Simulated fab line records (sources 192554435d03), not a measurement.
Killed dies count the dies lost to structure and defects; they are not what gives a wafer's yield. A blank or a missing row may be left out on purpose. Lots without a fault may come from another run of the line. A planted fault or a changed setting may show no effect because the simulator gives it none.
fab line records	flow n5Finfet
record: lots: 7	wafers: 39
route steps=1938 shown BEOL_M4@1070 BEOL_M6@1251 BEOL_M8@1348
startH: start of the lot's first displayed wafer, in hours after the record's first day	waitH: hours elapsed since this lot's preceding step	" identical to the entry in the row above	L1.1+2: a single row standing in for several wafers	- no value, or no start was given	* or withheld: withheld	< > ~ a bound
route shown NAME@n: a module of which the file shows steps, and the number in the route of the first	usual: the fault-free wafers' mean and standard deviation	same: alike in all rows	chamber/n: place in a boat	sites: readings site by site	_std_site: the values' standard deviation	_edge_site: mean of outer sites minus mean of inner sites	radiusMm: how far each site lies from the wafer's centre	mask NAME#n: copy n	behind: the tool/chamber that last shaped the wafer	hold: what put the lot on hold/how long, in hours/how the hold closed	device: transistor that didn't switch, given as n, p or np	end of line: tests run on the same wafers once the route is complete	a step given without rows: its recipe and nothing more	killed: dies that structure and defects cost at the first sort, which is not the same as the wafer's yield	map: the dies of a wafer, with x for killed, . for not killed, _ for no die there
set.NAME: the setting that was run; set.NAME@STEP: the one run at that earlier step	model.NAME: the simulator's own value behind a step, which no gauge read
lots run with intentionally changed settings; tables by step, rows by wafer
== steps ==
step: N5_BEOL_M4_TRENCH_ETCH_37
recipe: chemistry: C4F6/O2	targetDepthA: 555.55	target: SiOC	timeS: 29.2	ionEnergyEv: 250	pressureMtorr: 30	sourceW: 355	biasW: 185	Ar_flow_sccm: 300	C4F6_flow_sccm: 10	O2_flow_sccm: 10
lot.wafer	tool	chamber	startH	waitH	set.targetDepthA	model.BEOL_M4.featureDepthNm	model.etch.depthNm	model.TiN_of_BEOL_M4_HM_DEP_02.thkNm
L075.1	rieDiel-06	3	-	-	764	75.8	75.88	16.8
L075.2	"	1	"	"	555.55	55.6	55.66	17.6
L075.3	"	2	"	"	764	76.8	76.84	16.6
L075.4	"	0	"	"	764	77.2	77.21	16.8
L075.5	"	0	"	"	555.55	56.8	56.83	17.6
L075.6	"	1	"	"	555.55	56.2	56.14	17.4
L080.1	rieDiel-01	0	-	-	555.55	55.8	55.82	17.8
L080.2	"	2	"	"	555.55	56.4	56.36	17.6
L080.3	"	1	"	"	555.55	55.6	55.58	17.2
L080.4	"	3	"	"	555.55	56	55.96	18
L080.5	"	0	"	"	555.55	55.6	55.54	17.6
L080.6	"	1	"	"	555.55	55.6	55.57	17.8
L082.1	rieDiel-01	3	-	-	378.5	37.8	37.77	18
L082.2	"	2	"	"	555.55	56.6	56.51	17.4
L082.3	"	0	"	"	555.55	55.6	55.6	17.4
L082.4	"	1	"	"	378.5	37.8	37.72	18
L082.5	"	1	"	"	378.5	37.6	37.66	18
L082.6	"	2	"	"	555.55	56.4	56.33	17.4
L081.1	rieDiel-05	3	-	-	555.55	55.4	55.3	17.4
L081.2	"	1	"	"	354.5	35.2	35.23	18
L081.3	"	0	"	"	555.55	55.6	55.59	18
L081.4	"	3	"	"	555.55	55.2	55.21	17.8
L081.5	"	1	"	"	354.5	34.8	34.87	18.2
L081.6	"	0	"	"	354.5	35.2	35.16	18
L087.4	rieDiel-05	2	-	-	555.55	55.8	55.85	17.8
L087.5	"	3	"	"	555.55	55.2	55.16	17.6
L087.6	"	0	"	"	555.55	55.6	55.63	17.6
L091.1	rieDiel-06	3	-	-	555.55	56.4	56.31	18.2
L091.2	"	0	"	"	555.55	56.2	56.22	17.8
L091.3	"	2	"	"	555.55	56.4	56.36	17.8
L091.4	"	1	"	"	347.2	35	35.05	19
L091.5	"	1	"	"	347.2	35	35.09	19
L091.6	"	0	"	"	347.2	35	35.06	18.8
L096.1	rieDiel-05	3	-	-	555.55	54.4	54.48	18
L096.2	"	2	"	"	354.8	36.2	36.19	18.6
L096.3	"	1	"	"	555.55	55.6	55.68	17.8
L096.4	"	0	"	"	354.8	34.8	34.88	18.6
L096.5	"	1	"	"	555.55	55.2	55.25	17.6
L096.6	"	2	"	"	354.8	36.2	36.3	18.6
step: N5_BEOL_M4_ETCH_41
recipe: chemistry: CH3F/O2	target: SiCN	targetDepthA: 299	taperDeg: 2	timeS: 52.5	ionEnergyEv: 120	maskMaterial: TiN	pressureMtorr: 30	sourceW: 395	biasW: 75	Ar_flow_sccm: 150	CH3F_flow_sccm: 30	O2_flow_sccm: 20
step: N5_BEOL_M4_STRIP_97
recipe: chemistry: N2/H2	timeS: 10	powerW: 450	tempC: 40	pressureMtorr: 20	rfFrequencyHz: 6e+07	biasPowerW: 7	n2FlowSccm: 200	h2FlowSccm: 200
step: N5_BEOL_M4_OCD_MEAS_38
usual: trenchDepthNm: 55.6/0.7
lot.wafer	tool	chamber	startH	waitH	set.targetDepthA@BEOL_M4_TRENCH_ETCH_37	trenchDepthNm
L075.1	ocd-02	-	184.44	-	764	75.6
L075.2	"	-	"	"	555.55	55.7
L075.3	"	-	"	"	764	77.3
L075.4	"	-	"	"	764	77.3
L075.5	"	-	"	"	555.55	56.7
L075.6	"	-	"	"	555.55	56.2
L080.1	ocd-01	-	210.48	-	555.55	55.5
L080.2	"	-	"	"	555.55	56.0
L080.3	"	-	"	"	555.55	55.5
L080.4	"	-	"	"	555.55	55.4
L080.5	"	-	"	"	555.55	55.6
L080.6	"	-	"	"	555.55	56.1
L082.1	ocd-02	-	214.51	-	378.5	37.7
L082.2	"	-	"	"	555.55	56.3
L082.3	"	-	"	"	555.55	56.0
L082.4	"	-	"	"	378.5	37.2
L082.5	"	-	"	"	378.5	37.6
L082.6	"	-	"	"	555.55	55.9
L081.1	ocd-02	-	219.58	-	555.55	55.5
L081.2	"	-	"	"	354.5	35.6
L081.3	"	-	"	"	555.55	55.5
L081.4	"	-	"	"	555.55	55.4
L081.5	"	-	"	"	354.5	35.1
L081.6	"	-	"	"	354.5	35.5
L087.4	ocd-02	-	246.09	-	555.55	55.6
L087.5	"	-	"	"	555.55	54.9
L087.6	"	-	"	"	555.55	55.6
L091.1	ocd-01	-	275.69	-	555.55	56.5
L091.2	"	-	"	"	555.55	56.4
L091.3	"	-	"	"	555.55	56.4
L091.4	"	-	"	"	347.2	34.7
L091.5	"	-	"	"	347.2	34.9
L091.6	"	-	"	"	347.2	34.9
L096.1	ocd-02	-	315.54	-	555.55	54.3
L096.2	"	-	"	"	354.8	36.5
L096.3	"	-	"	"	555.55	55.3
L096.4	"	-	"	"	354.8	34.9
L096.5	"	-	"	"	555.55	55.0
L096.6	"	-	"	"	354.8	35.9
step: N5_BEOL_M4_HM_STRIP_39
recipe: chemistry: peroxideTinStrip	material: TiN	targetDepthA: 250	tempC: 50	timeS: 158
step: N5_BEOL_M4_SRD_40
recipe: timeS: 30	tempC: 23	rinseLiquid: diw	dry: ipaMarangoni
step: N5_BEOL_M4_ECD_50
recipe: material: Cu	targetThkA: 3000
step: N5_BEOL_M4_ANNEAL_51
recipe: tempC: 225	timeS: 90	ambient: N2
step: N5_BEOL_M4_CMP_52
recipe: stopOn: SiOC	tOverpolishS: 6.8	downForcePsi: 1	platenRpm: 50	clearingPlatenDownForcePsi: 1.5	clearingPlatenRpm: 50	postCmpClean: cuAlkaline	targetThkNm: 40	clearingPlatenPadVelocityMS: 0.99484	padVelocityMS: 0.99484
lot.wafer	tool	chamber	startH	waitH	set.targetDepthA@BEOL_M4_TRENCH_ETCH_37	model.Cu_of_BEOL_M4_ECD_50.thkNm
L075.2	cmp-04	2	187.59	0.2	555.55	39.2
L075.4	"	3	"	"	764	60.8
L075.3	"	0	"	"	764	61
L075.1	"	1	"	"	764	59.6
L075.5	"	2	"	"	555.55	40.4
L075.6	"	3	"	"	555.55	38.8
L080.2+1	cmp-04	2,1	214.44	0.2	555.55	41.2
L080.4	"	3	"	"	555.55	40.2
L080.3	"	0	"	"	555.55	40.6
L080.5	"	2	"	"	555.55	39.4
L080.6	"	3	"	"	555.55	39.8
L082.3	cmp-03	0	219.77	2.0	555.55	42.2
L082.1+5	"	1	"	"	378.5	22.6
L082.4	"	2	"	"	378.5	24.6
L082.2	"	3	"	"	555.55	41.6
L082.6	"	0	"	"	555.55	43.4
L081.1	cmp-02	0	222.79	0.3	555.55	39.2
L081.4	"	1	"	"	555.55	39.6
L081.2+5	"	2,0	"	"	354.5	17.6
L081.3	"	3	"	"	555.55	39
L081.6	"	1	"	"	354.5	19
L087.4	cmp-03	2	249.62	0.2	555.55	40.4
L087.5	"	3	"	"	555.55	38
L087.6	"	0	"	"	555.55	41
L091.4	cmp-02	2	279.26	0.1	347.2	19.4
L091.2	"	3	"	"	555.55	41.2
L091.3	"	0	"	"	555.55	41.6
L091.1	"	1	"	"	555.55	42
L091.5	"	2	"	"	347.2	18.8
L091.6	"	3	"	"	347.2	20.8
L096.2	cmp-04	2	319.11	0.2	354.8	21.6
L096.4	"	3	"	"	354.8	20
L096.3	"	0	"	"	555.55	40.2
L096.1	"	1	"	"	555.55	39
L096.5	"	2	"	"	555.55	39.2
L096.6	"	3	"	"	354.8	20.2
step: N5_BEOL_M4_THK_MEAS_53
recipe: thkMeasGauge: xrf	reads: Cu_of_BEOL_M4_ECD_50
usual: M4_THK: 40.2/1.1
lot.wafer	tool	chamber	startH	waitH	set.targetDepthA@BEOL_M4_TRENCH_ETCH_37	M4_THK[nm]
L075.1	filmMetro-02	-	187.88	-	764	59.1
L075.2	"	-	"	"	555.55	38.8
L075.3	"	-	"	"	764	60.4
L075.4	"	-	"	"	764	60.4
L075.5	"	-	"	"	555.55	40.2
L075.6	"	-	"	"	555.55	38.3
L080.1	filmMetro-01	-	214.73	-	555.55	41.3
L080.2	"	-	"	"	555.55	41.2
L080.3	"	-	"	"	555.55	40.6
L080.4	"	-	"	"	555.55	40.4
L080.5	"	-	"	"	555.55	39.4
L080.6	"	-	"	"	555.55	40.2
L082.1	filmMetro-02	-	220.06	-	378.5	22.5
L082.2	"	-	"	"	555.55	41.6
L082.3	"	-	"	"	555.55	42.0
L082.4	"	-	"	"	378.5	24.5
L082.5	"	-	"	"	378.5	22.5
L082.6	"	-	"	"	555.55	43.3
L081.1	filmMetro-02	-	223.09	-	555.55	39.1
L081.2	"	-	"	"	354.5	17.7
L081.3	"	-	"	"	555.55	39.1
L081.4	"	-	"	"	555.55	39.5
L081.5	"	-	"	"	354.5	17.6
L081.6	"	-	"	"	354.5	19.1
L087.4	filmMetro-02	-	249.81	-	555.55	40.4
L087.5	"	-	"	"	555.55	38.2
L087.6	"	-	"	"	555.55	41.2
L091.1	filmMetro-01	-	279.55	-	555.55	42.1
L091.2	"	-	"	"	555.55	41.0
L091.3	"	-	"	"	555.55	41.4
L091.4	"	-	"	"	347.2	19.2
L091.5	"	-	"	"	347.2	18.8
L091.6	"	-	"	"	347.2	20.6
L096.1	filmMetro-01	-	319.41	-	555.55	38.8
L096.2	"	-	"	"	354.8	21.4
L096.3	"	-	"	"	555.55	40.0
L096.4	"	-	"	"	354.8	19.9
L096.5	"	-	"	"	555.55	39.0
L096.6	"	-	"	"	354.8	20.0
step: N5_BEOL_M4_PRE_CLEAN_60
recipe: gas: NH3/H2	timeS: 15	tempC: *	rfPowerW: 300
step: N5_BEOL_M4_CO_CAP_55
recipe: material: Co	targetThkA: 20	tempC: 200	precursor: CCTBA/H2	pressureTorr: 30	timeS: 102.1
step: N5_BEOL_M4_PRE_CLEAN_56
recipe: gas: NH3	timeS: 15	tempC: withheld	rfPowerW: 300
step: N5_BEOL_M4_DEP_57
recipe: material: SiCN	targetThkA: 80	tempC: withheld	precursor: 3MS/NH3	pressureTorr: 3	rfW: 202	timeS: 14
step: N5_BEOL_M4_RS_MEAS_58
recipe: thkMeasGauge: four-point-probe	reads: Co_of_BEOL_M4_CO_CAP_55+Cu_of_BEOL_M4_ECD_50+Co_of_BEOL_M4_CVD_47+TaN_of_BEOL_M4_ALD_84
usual: M4_RS: 0.661/0.024
lot.wafer	tool	chamber	startH	waitH	set.targetDepthA@BEOL_M4_TRENCH_ETCH_37	M4_RS[ohm/sq]
L075.1	filmMetro-02	-	188.20	0.0	764	0.405
L075.2	"	-	"	"	555.55	0.686
L075.3	"	-	"	"	764	0.395
L075.4	"	-	"	"	764	0.396
L075.5	"	-	"	"	555.55	0.661
L075.6	"	-	"	"	555.55	0.698
L080.1	filmMetro-02	-	214.99	0.0	555.55	0.642
L080.2	"	-	"	"	555.55	0.643
L080.3	"	-	"	"	555.55	0.657
L080.4	"	-	"	"	555.55	0.663
L080.5	"	-	"	"	555.55	0.684
L080.6	"	-	"	"	555.55	0.671
L082.1	filmMetro-02	-	220.77	0.1	378.5	1.437
L082.2	"	-	"	"	555.55	0.634
L082.3	"	-	"	"	555.55	0.624
L082.4	"	-	"	"	378.5	1.274
L082.5	"	-	"	"	378.5	1.423
L082.6	"	-	"	"	555.55	0.602
L081.1	filmMetro-02	-	223.40	0.0	555.55	0.684
L081.2	"	-	"	"	354.5	2.012
L081.3	"	-	"	"	555.55	0.690
L081.4	"	-	"	"	555.55	0.677
L081.5	"	-	"	"	354.5	2.032
L081.6	"	-	"	"	354.5	1.824
L087.4	filmMetro-01	-	250.07	0.0	555.55	0.660
L087.5	"	-	"	"	555.55	0.715
L087.6	"	-	"	"	555.55	0.648
L091.1	filmMetro-01	-	279.84	0.1	555.55	0.627
L091.2	"	-	"	"	555.55	0.647
L091.3	"	-	"	"	555.55	0.636
L091.4	"	-	"	"	347.2	1.771
L091.5	"	-	"	"	347.2	1.855
L091.6	"	-	"	"	347.2	1.617
L096.1	filmMetro-02	-	319.67	0.0	555.55	0.690
L096.2	"	-	"	"	354.8	1.523
L096.3	"	-	"	"	555.55	0.664
L096.4	"	-	"	"	354.8	1.693
L096.5	"	-	"	"	555.55	0.686
L096.6	"	-	"	"	354.8	1.677
step: N5_BEOL_M6_ALD_77
recipe: material: TaN	targetThkA: 20	tempC: 275	aldPrecursorFamily: PDMAT	aldCoReactant: NH3	pressureTorr: 3	carrierFlowSccm: 1500	pulseTimeS: 2	purgeTimeS: 3	coReactantPurgeTimeS: 2	coReactantPulseTimeS: 3	aldCycles: 40	precursorVesselTempC: 75	precursorVesselPressureTorr: 26.25	precursorVesselCarrierSccm: 1000
lot.wafer	tool	chamber	startH	waitH	set.aldCycles	model.TaN_of_BEOL_M6_ALD_77.thkNm
L075.1+3+6	aldMetal-02	2,1,2	207.59	0.1	40	2
L075.2+4+5	"	0,3,3	"	"	61	3
L080.1+2+4	aldMetal-04	3,2,0	234.57	0.1	40	2
L080.3+6	"	1,2	"	"	34	1.6
L080.5	"	1	"	"	34	1.8
L082.1+2+3+4+5+6	aldMetal-04	0,2,3,1,2,3	242.48	0.0	40	2
L081.1+3+5	aldMetal-01	0,3,2	245.80	0.0	40	2
L081.2+4+6	"	2,1,3	"	"	56	2.8
L087.4+5+6	aldMetal-04	2,1,0	267.94	0.0	40	2
L091.1+2+5	aldMetal-02	2,0,0	300.06	0.0	32	1.6
L091.3+4+6	"	3,1,1	"	"	40	2
L096.1+2+5	aldMetal-01	1,2,1	347.13	0.2	40	2
L096.3+4+6	"	0,3,2	"	"	64	3.2
step: N5_BEOL_M8_DESCUM_16
recipe: chemistry: O2	timeS: 7.9	sourcePowerW: 50	biasPowerW: 20	pressureMtorr: 20	rfFrequencyHz: 2.712e+07	tempC: 40	resist: CAR-ArF	o2FlowSccm: 225
lot.wafer	tool	chamber	startH	waitH	set.timeS	model.CAR-ArF_of_BEOL_M8_COAT_05.thkNm
L075.1+2+5+6	rieDiel-05	2,0,3,0	220.51	0.1	7.9	83.2
L075.3+4	"	3,2	"	"	7.9	83
L080.1	rieDiel-01	1	250.66	0.2	7.9	83
L080.2+3	"	3,0	"	"	4.83	85.2
L080.4+6	"	2,0	"	"	7.9	83.2
L080.5	"	3	"	"	4.83	85.4
L082.1	rieDiel-06	1	255.27	0.0	7.9	83.6
L082.2+6	"	0	"	"	7.9	83.4
L082.3+5	"	0,1	"	"	5.159	85
L082.4	"	1	"	"	5.159	85.2
L081.1+6	rieDiel-01	0,2	260.89	0.1	5.205	85.4
L081.2	"	1	"	"	7.9	83.8
L081.3	"	2	"	"	5.205	85.6
L081.4+5	"	3,1	"	"	7.9	83.6
L087.4+5	rieDiel-05	1,0	280.46	0.2	7.9	83.4
L087.6	"	1	"	"	7.9	83.6
L091.1+4+5	rieDiel-06	3,0,0	316.61	0.2	6.056	84.6
L091.2	"	2	"	"	7.9	83.4
L091.3	"	1	"	"	7.9	83.8
L091.6	"	3	"	"	7.9	83.6
L096.1	rieDiel-01	0	358.97	0.0	11.14	81.6
L096.2	"	1	"	"	7.9	83.8
L096.3	"	3	"	"	11.14	81.8
L096.4	"	2	"	"	7.9	83.4
L096.5	"	0	"	"	7.9	84
L096.6	"	3	"	"	11.14	82
step: N5_BEOL_M8_ETCH_61
recipe: chemistry: CF4	target: SiARC	targetDepthA: 455	maskMaterial: CAR-ArF	timeS: 75.8	ionEnergyEv: 80	pressureMtorr: 40	sourceW: 545	biasW: 36	Ar_flow_sccm: 100	cf4FlowSccm: 100	ends: cleared
lot.wafer	tool	chamber	startH	waitH	set.timeS@BEOL_M8_DESCUM_16	model.CAR-ArF_of_BEOL_M8_COAT_05.thkNm
L075.1+2+5+6	rieDiel-05	2,0,3,0	220.55	0.0	7.9	50.6
L075.3	"	3	"	"	7.9	50.4
L075.4	"	2	"	"	7.9	50.2
L080.1+6	rieDiel-01	1,0	250.70	0.0	7.9	50.4
L080.2	"	3	"	"	4.83	52.6
L080.3+5	"	0,3	"	"	4.83	52.8
L080.4	"	2	"	"	7.9	50.8
L082.1	rieDiel-06	1	255.33	0.0	7.9	51
L082.2+6	"	0	"	"	7.9	50.8
L082.3+4+5	"	0,1,1	"	"	5.159	52.6
L081.1+3+6	rieDiel-01	0,2,2	260.92	0.0	5.205	52.8
L081.2+4+5	"	1,3,1	"	"	7.9	51
L087.4+5	rieDiel-05	1,0	280.50	0.0	7.9	50.6
L087.6	"	1	"	"	7.9	51
L091.1+4+5	rieDiel-06	3,0,0	316.65	0.0	6.056	52
L091.2	"	2	"	"	7.9	50.8
L091.3	"	1	"	"	7.9	51.2
L091.6	"	3	"	"	7.9	51
L096.1+3	rieDiel-01	0,3	359.00	0.0	11.14	49
L096.2	"	1	"	"	7.9	51.2
L096.4	"	2	"	"	7.9	50.8
L096.5	"	0	"	"	7.9	51.4
L096.6	"	3	"	"	11.14	49.2
== key ==
split: step: N5_BEOL_M4_TRENCH_ETCH_37	setting: targetDepthA	stated: 555.55	by: wafer
response: step: N5_BEOL_M4_TRENCH_ETCH_37	reading: model.BEOL_M4.featureDepthNm	change: +0.557	per: 1%	r: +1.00
response: step: N5_BEOL_M4_TRENCH_ETCH_37	reading: model.etch.depthNm	change: +0.556	per: 1%	r: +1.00
response: step: N5_BEOL_M4_TRENCH_ETCH_37	reading: model.TiN_of_BEOL_M4_HM_DEP_02.thkNm	change: -0.0198	per: 1%	r: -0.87
response: step: N5_BEOL_M4_OCD_MEAS_38	reading: trenchDepthNm	change: +0.557	per: 1%	r: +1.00
response: step: N5_BEOL_M4_CMP_52	reading: model.Cu_of_BEOL_M4_ECD_50.thkNm	change: +0.569	per: 1%	r: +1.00
response: step: N5_BEOL_M4_THK_MEAS_53	reading: M4_THK	change: +0.568	per: 1%	r: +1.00
response: step: N5_BEOL_M4_RS_MEAS_58	reading: M4_RS	shape: bent	atLowest: 1.748	atStated: 0.662	atHighest: 0.399
split: step: N5_BEOL_M6_ALD_77	setting: aldCycles	stated: 40	by: wafer
response: step: N5_BEOL_M6_ALD_77	reading: model.TaN_of_BEOL_M6_ALD_77.thkNm	change: +0.0198	per: 1%	r: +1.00
split: step: N5_BEOL_M8_DESCUM_16	setting: timeS	stated: 7.9	by: wafer
response: step: N5_BEOL_M8_DESCUM_16	reading: model.CAR-ArF_of_BEOL_M8_COAT_05.thkNm	change: -0.0495	per: 1%	r: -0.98
response: step: N5_BEOL_M8_ETCH_61	reading: model.CAR-ArF_of_BEOL_M8_COAT_05.thkNm	change: -0.0516	per: 1%	r: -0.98
